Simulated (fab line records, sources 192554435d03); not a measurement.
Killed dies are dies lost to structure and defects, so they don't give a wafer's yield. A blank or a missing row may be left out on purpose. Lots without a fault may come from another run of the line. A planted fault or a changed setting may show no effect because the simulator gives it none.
Which tool did it? | flow n5_finfet | 10 lots, 30 wafers sampled, at 6 steps of a route of 1938

WHAT THE GAUGES READ, wafer by wafer
N5_ILD0_THK_MEAS_04.
lot  | measured    | on            | thk_nm (nm)
L425 | day 3 19:37 | film_metro-01 | 197.2 197.7 197.8
L426 | day 4 02:32 | film_metro-01 | 196.5 197.9 196.4
L430 | day 5 01:40 | film_metro-01 | 197.6 195.9 196.9
L431 | day 5 09:17 | film_metro-01 | 198.3 199.0 198.4
L432 | day 5 15:28 | film_metro-01 | 198.2 196.7 195.9
L436 | day 7 17:15 | film_metro-01 | 196.5 197.1 197.3
L438 | day 7 20:45 | film_metro-01 | 196.4 197.4 197.0
L439 | day 7 20:46 | film_metro-02 | 198.4 198.0 198.3
L444 | day 9 08:34 | film_metro-01 | 196.4 197.5 196.7
L445 | day 9 08:50 | film_metro-02 | 198.5 199.6 200.1

N5_ILD0_THK_MEAS_13.
lot  | measured    | on            | thk_nm (nm)
L425 | day 3 23:40 | film_metro-02 | 17.9 16.9 18.8
L426 | day 4 06:05 | film_metro-01 | 16.3 16.7 16.5
L430 | day 5 05:12 | film_metro-02 | 17.9 18.7 18.7
L431 | day 5 12:49 | film_metro-02 | 16.3 17.6 18.0
L432 | day 5 19:00 | film_metro-01 | 18.4 17.2 17.2
L436 | day 7 21:26 | film_metro-01 | 17.3 17.3 18.2
L438 | day 8 00:17 | film_metro-01 | 15.5 17.3 17.4
L439 | day 8 00:58 | film_metro-01 | 17.2 17.4 18.2
L444 | day 9 12:06 | film_metro-01 | 16.4 16.2 17.4
L445 | day 9 13:34 | film_metro-02 | 17.4 16.9 17.5

N5_SDB_OVL_MEAS_12.
lot  | measured    | on         | SDB_OVL (nm)
L425 | day 4 00:14 | overlay-02 | -0.8 -1.9 -1.2
L426 | day 4 06:29 | overlay-01 | -0.8 -0.6 -0.7
L430 | day 5 05:44 | overlay-02 | -0.8 -0.6 -0.1
L431 | day 5 13:16 | overlay-02 | 0.4 -0.2 -0.5
L432 | day 5 19:25 | overlay-01 | -2.3 0.5 -1.4
L436 | day 7 21:52 | overlay-02 | 0.3 -0.4 -0.4
L438 | day 8 00:42 | overlay-02 | 1.1 0.2 -1.5
L439 | day 8 01:30 | overlay-02 | 0.2 0.4 -0.1
L444 | day 9 12:31 | overlay-01 | 0.7 -0.8 0.4
L445 | day 9 14:06 | overlay-01 | -1.9 -0.1 -0.9

N5_SDB_INSPECT_13: inspects for defects (brightfield).
lot  | measured    | on                | raw_defect_count
L425 | day 4 00:15 | defect_inspect-01 | 77 66 57
L426 | day 4 06:31 | defect_inspect-01 | 57 39 56
L430 | day 5 05:46 | defect_inspect-02 | 74 44 53
L431 | day 5 13:17 | defect_inspect-01 | 100 76 80
L432 | day 5 19:27 | defect_inspect-02 | 81 80 102
L436 | day 7 21:53 | defect_inspect-01 | 1238 1265 1267
L438 | day 8 00:44 | defect_inspect-02 | 1342 1238 1304
L439 | day 8 01:31 | defect_inspect-02 | 32 60 33
L444 | day 9 12:32 | defect_inspect-02 | 140 168 156
L445 | day 9 14:08 | defect_inspect-01 | 92 84 55

N5_BEOL_M4_RC_MEAS_101.
lot  | measured     | on        | DIBL_N (mV/V)  | DIBL_P (mV/V)  | IOFF_N (nA/um) | IOFF_P (nA/um) | ION_N (uA/um) | ION_P (uA/um) | SS_N (mV/dec)  | SS_P (mV/dec)  | VT_N (mV)   | VT_P (mV)
L425 | day 8 17:01  | prober-01 | 34.4 33.4 35.9 | 34.0 33.2 36.3 | 0.15 0.13 0.18 | 0.20 0.17 0.23 | 677 665 684   | 472 455 463   | 70.9 70.7 71.7 | 73.2 73.0 73.2 | 249 250 245 | -249 -254 -247
L426 | day 8 14:06  | prober-01 | 38.8 37.1 38.4 | 39.0 37.3 38.6 | 0.22 0.19 0.21 | 0.26 0.22 0.25 | 688 686 702   | 462 463 467   | 72.4 72.2 72.2 | 73.5 73.2 73.4 | 248 247 245 | -249 -251 -248
L430 | day 9 18:03  | prober-02 | 34.4 35.4 35.9 | 33.7 35.4 35.8 | 0.13 0.14 0.15 | 0.19 0.21 0.22 | 676 668 673   | 468 460 464   | 71.2 71.7 71.1 | 73.0 72.4 73.9 | 254 252 248 | -252 -248 -246
L431 | day 9 18:40  | prober-01 | 35.8 37.4 35.7 | 37.3 38.3 36.9 | 0.16 0.17 0.15 | 0.21 0.22 0.19 | 681 670 680   | 466 460 468   | 70.9 71.6 71.0 | 72.9 73.8 73.2 | 252 250 251 | -251 -252 -253
L432 | day 9 19:36  | prober-01 | 34.2 36.8 38.3 | 34.9 37.7 39.7 | 0.13 0.17 0.22 | 0.18 0.24 0.27 | 669 677 696   | 460 465 475   | 71.1 71.3 72.6 | 72.9 73.5 73.5 | 252 246 242 | -253 -247 -247
L436 | day 11 22:16 | prober-01 | 42.6 39.3 40.7 | 43.0 38.8 41.2 | 0.30 0.20 0.24 | 0.35 0.26 0.31 | 715 678 700   | 480 464 470   | 72.6 72.6 72.9 | 74.8 73.9 74.8 | 241 249 244 | -246 -251 -248
L438 | day 12 04:55 | prober-01 | 37.5 39.4 38.5 | 36.8 39.0 37.9 | 0.17 0.21 0.18 | 0.22 0.24 0.23 | 677 681 678   | 468 469 466   | 71.5 72.1 72.5 | 73.2 74.9 73.8 | 249 248 247 | -246 -247 -247
L439 | day 11 21:05 | prober-02 | 38.8 36.3 38.8 | 39.7 36.9 39.1 | 0.18 0.14 0.19 | 0.22 0.18 0.21 | 674 662 680   | 452 447 457   | 71.9 71.5 72.1 | 74.1 73.4 73.1 | 250 252 248 | -254 -256 -252
L444 | day 14 01:07 | prober-02 | 38.3 37.0 36.4 | 36.8 34.8 35.6 | 0.17 0.15 0.15 | 0.22 0.20 0.21 | 676 687 677   | 462 465 474   | 71.4 71.8 71.5 | 73.8 72.7 73.0 | 248 250 250 | -248 -249 -249
L445 | day 14 21:18 | prober-02 | 35.5 36.6 38.1 | 36.1 37.3 39.4 | 0.15 0.17 0.23 | 0.19 0.22 0.26 | 678 667 704   | 459 457 473   | 71.7 71.9 72.0 | 73.9 74.1 74.4 | 251 248 242 | -252 -249 -248

WHICH TOOL RAN EACH LOT (tool, then ch and the chambers of the sampled wafers, then the start)
lot  | N5_SDB_HM_DEP_00
L425 | pecvd-02 ch 0,1, day 3 23:43
L426 | pecvd-03 ch 0,2, day 4 06:08
L430 | pecvd-03 ch 1,2, day 5 05:16
L431 | pecvd-02 ch 2, day 5 12:53
L432 | pecvd-03 ch 0,1,2, day 5 19:04
L436 | pecvd-03 ch 0,1, day 7 21:31
L438 | pecvd-03 ch 0,1,2, day 8 00:21
L439 | pecvd-02 ch 0,1,2, day 8 01:01
L444 | pecvd-02 ch 0,1, day 9 12:10
L445 | pecvd-01 ch 0,1,2, day 9 13:37
- N5_SDB_HM_DEP_00: deposits SiNx from SiH4/NH3/N2, target thk 40 nm, time 35.3 s.

WHAT THE TOOLS THEMSELVES READ (means of the sampled wafers that have a number; where no wafer has one, the mark that the record gives instead)
N5_SDB_HM_DEP_00.
lot  | tool     | heater_power_w (W) | showerhead_plenum_p_Torr (Torr) | susceptor_temp_C (C) | throttle_valve_pct (%)
L425 | pecvd-02 | 790                | 5.17                            | 399.99               | 40.4
L426 | pecvd-03 | 666                | 5.21                            | 399.94               | 40.0
L430 | pecvd-03 | 807                | 5.20                            | 400.31               | 39.3
L431 | pecvd-02 | 721                | 5.15                            | 399.87               | 37.2
L432 | pecvd-03 | 738                | 5.19                            | 400.07               | 39.5
L436 | pecvd-03 | 696                | 5.18                            | 399.97               | 39.1
L438 | pecvd-03 | 723                | 5.20                            | 400.00               | 39.4
L439 | pecvd-02 | 742                | 5.17                            | 400.19               | 39.8
L444 | pecvd-02 | 759                | 5.18                            | 400.07               | 40.8
L445 | pecvd-01 | 791                | 5.16                            | 400.27               | 40.1

THE ANSWER, worked out from the rows above alone
Rule: what is usual is taken from the lots themselves. Put in order of their means at a reading, lots are off if they are a third of the lots or fewer, leave a main group of 4 or more, and stand apart from it by a gap of 3 or more times the standard deviation of the main group's means; of several such gaps the widest counts. A main group whose means are all the same, to the digits that the tables above print for the reading, isn't used. A lot without any number at a reading at which 4 lots or more have one is off too. The other lots that the step has rows for count as sound. The gauges are gone through in route order, then the tools' own readings, and for those a lot's mean is taken as printed above. The first step at which some lot is off is used, and at that step the reading that is off furthest; a lot without a number counts as furthest.
Off: L436, L438, at N5_SDB_INSPECT_13 (raw_defect_count). The main group: mean 78, standard deviation 33.
A tool fits if, at a process step before that reading, it ran every lot that is off, and no sound lot after the first of them. The gauges at N5_SDB_INSPECT_13 aren't tried: what is off there is off at N5_BEOL_M4_RC_MEAS_101 too, on other tools, and a gauge's error can't cause that. One fits: pecvd-03 at N5_SDB_HM_DEP_00. Its last sound lot is L432 (day 5 19:04), its first lot that is off L436 (day 7 21:31): a fault that began between those two fits.

WHAT THE SIMULATOR HAD PUT IN
Chamber particle source: pecvd-03, from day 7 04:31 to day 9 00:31, at N5_SDB_HM_DEP_00. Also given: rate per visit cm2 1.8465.
Lots struck among those shown: L436, L438. The rule above found the same.
